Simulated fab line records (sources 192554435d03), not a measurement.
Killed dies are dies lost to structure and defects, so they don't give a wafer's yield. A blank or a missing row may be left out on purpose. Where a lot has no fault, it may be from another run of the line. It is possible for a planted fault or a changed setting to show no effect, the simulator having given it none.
Which tool was responsible? ; flow n5Finfet ; 12 lots, 35 wafers sampled, at 4 steps of a route of 1938

WHAT THE GAUGES READ, wafer by wafer
The record holds no reading of a measuring or inspecting step that can be judged against a usual standard deviation.

WHICH TOOL RAN EACH LOT (tool, then ch and the chambers of the sampled wafers, then the start)
lot;N5_BEOL_M10_DEGAS_44;N5_BEOL_M10_SPUTTER_48;N5_BEOL_M10_CMP_52;N5_PASSIVATION_PROBE_49
L755;pvdSputter-02, day 10 13:08;pvdSputter-01, day 10 14:01;cmp-02 ch 0,1,3, day 10 15:11;-
L756;pvdSputter-03, day 10 20:04;pvdSputter-01, day 10 22:19;cmp-01 ch 1,2,3, day 10 22:58;-
L760;pvdSputter-03, day 11 18:34;pvdSputter-03, day 11 19:37;cmp-01 ch 0,3, day 11 20:52;-
L761;pvdSputter-02, day 12 02:52;pvdSputter-01, day 12 04:03;cmp-01 ch 0,1,2, day 12 04:35;prober-02, day 16 01:53
L763;pvdSputter-02, day 13 01:01;pvdSputter-03, day 13 01:41;cmp-02 ch 0,3, day 13 02:13;-
L769;pvdSputter-01, day 13 22:11;pvdSputter-02, day 13 23:20;cmp-02 ch 1,2, day 13 23:58;-
L768;pvdSputter-01, day 14 01:13;pvdSputter-01, day 14 01:53;cmp-02 ch 0,3, day 14 02:24;-
L767;pvdSputter-01, day 14 02:02;pvdSputter-01, day 14 02:54;cmp-03 ch 0,2,3, day 14 03:44;-
L773;pvdSputter-01, day 14 22:56;pvdSputter-02, day 15 02:11;cmp-02 ch 1,2,3, day 15 02:55;-
L777;pvdSputter-02, day 16 00:35;pvdSputter-02, day 16 01:11;cmp-01 ch 0,1, day 16 01:44;-
L776;pvdSputter-03, day 16 00:42;pvdSputter-02, day 16 01:21;cmp-03 ch 0,3, day 16 01:55;-
L771;pvdSputter-03, day 16 16:30;pvdSputter-03, day 16 17:07;cmp-01 ch 0,2, day 16 17:55;-
- N5_BEOL_M10_DEGAS_44: time 60 s.
- N5_BEOL_M10_SPUTTER_48: material Cu, target thk 12 nm, time 2 s.
- N5_BEOL_M10_CMP_52: polishes, stops on SiCOH lowk, t overpolish 7 s, target thk 140 nm.
- N5_PASSIVATION_PROBE_49

WHAT THE TOOLS THEMSELVES READ (means of the sampled wafers that have a number; where no wafer has one, the mark that the record gives instead)
N5_BEOL_M10_DEGAS_44. Usual: heaterPowerW 323 W, standard deviation 38; susceptorTempC 250.01 C, standard deviation 0.19.
lot;tool;heaterPowerW (W);susceptorTempC (C);flag
L755;pvdSputter-02;338;250.03;
L756;pvdSputter-03;307;250.01;
L760;pvdSputter-03;294;249.97;
L761;pvdSputter-02;337;249.94;
L763;pvdSputter-02;352;249.85;
L769;pvdSputter-01;329;249.93;
L768;pvdSputter-01;328;250.07;
L767;pvdSputter-01;303;249.95;
L773;pvdSputter-01;332;250.15;
L777;pvdSputter-02;341;250.10;
L776;pvdSputter-03;307;250.07;
L771;pvdSputter-03;281;249.96;

N5_BEOL_M10_SPUTTER_48. Usual: chuckSensorTempC -16.1 C, standard deviation 0.49; susceptorTempC -20.01 C, standard deviation 0.12; throttleValvePct 29.9 %, standard deviation 0.95.
lot;tool;chuckSensorTempC (C);susceptorTempC (C);throttleValvePct (%);flag
L755;pvdSputter-01;-15.8;-20.01;30.9;
L756;pvdSputter-01;-15.7;-19.95;30.6;
L760;pvdSputter-03;-15.7;-20.07;30.3;
L761;pvdSputter-01;-15.8;-19.87;30.4;
L763;pvdSputter-03;-15.7;-19.89;29.1;
L769;pvdSputter-02;-15.9;-19.92;30.0;
L768;pvdSputter-01;-15.9;-20.03;30.1;
L767;pvdSputter-01;-15.9;-20.08;30.4;
L773;pvdSputter-02;-16.6;-19.97;29.1;
L777;pvdSputter-02;-16.3;-19.98;29.1;
L776;pvdSputter-02;-17.0;-19.99;29.1;
L771;pvdSputter-03;-16.0;-20.08;29.5;

N5_BEOL_M10_CMP_52. Usual: barrierFieldEndpointS 28.9 s, standard deviation 0.68; motorCurrentA 6.1 A, standard deviation 0.61; overpolishRunS 6.999 s, standard deviation 0.0085; timeToEndpointS 65.0 s, standard deviation 2.9.
lot;tool;barrierFieldEndpointS (s);motorCurrentA (A);overpolishRunS (s);timeToEndpointS (s);flag
L755;cmp-02;28.6;6.2;7.002;61.0;
L756;cmp-01;28.5;5.8;7.000;63.3;
L760;cmp-01;25.0;6.4;7.002;56.1;OFF
L761;cmp-01;24.5;6.5;7.000;56.8;OFF
L763;cmp-02;29.2;6.1;6.994;64.5;
L769;cmp-02;29.0;6.8;6.995;65.5;
L768;cmp-02;27.8;5.9;7.001;61.0;
L767;cmp-03;29.5;6.0;6.993;67.1;
L773;cmp-02;29.0;6.3;7.003;63.4;
L777;cmp-01;28.7;5.6;6.989;62.5;
L776;cmp-03;29.0;5.7;6.998;64.7;
L771;cmp-01;29.9;7.1;6.999;67.8;

N5_PASSIVATION_PROBE_49. Usual: defectLimitedYield 91.0 %, standard deviation 1.5; killed_at_M0_to_M3 35, standard deviation 11; killed_at_M4_up 13, standard deviation 6; killedAtContacts 14, standard deviation 6.5; killedAtFrontEnd 40, standard deviation 12; killedAtOther 4, standard deviation 3.4; killedDies 106, standard deviation 18; killedOpen 68, standard deviation 14; killedShort 35, standard deviation 7.7; sort_bin_5_function 5.2 %, standard deviation 0.98; sort_bin_6_memory 3.4 %, standard deviation 0.72; sortNPass 1074, standard deviation 18; sortYieldPct 91.0 %, standard deviation 1.5.
lot;tool;defectLimitedYield (%);killed_at_M0_to_M3;killed_at_M4_up;killedAtContacts;killedAtFrontEnd;killedAtOther;killedDies;killedOpen;killedShort;sort_bin_5_function (%);sort_bin_6_memory (%);sortNPass;sortYieldPct (%);flag
L761;prober-02;90.6;21;12;12;60;6;111;76;33;5.7;3.4;1069;90.6;

THE ANSWER, worked out from the rows above alone
Rule: lot off if the mean of its wafers having a number is beyond 3 standard deviations from the usual mean. A lot without any number at a reading at which 4 lots or more have one is off too. All remaining lots with rows at the step are treated as sound. First the gauges in route order, then the tools' own readings, where a lot's mean is used as printed above. At the first step where some lot is off, the reading lying furthest off is the one used; lots without a number count as furthest.
Off: L760, L761, at N5_BEOL_M10_CMP_52 (barrierFieldEndpointS).
A tool fits if, at that step or a process step before it, it ran every lot that is off, and no sound lot after the first of them. Of those tried, none fits.

WHAT THE SIMULATOR HAD INSERTED
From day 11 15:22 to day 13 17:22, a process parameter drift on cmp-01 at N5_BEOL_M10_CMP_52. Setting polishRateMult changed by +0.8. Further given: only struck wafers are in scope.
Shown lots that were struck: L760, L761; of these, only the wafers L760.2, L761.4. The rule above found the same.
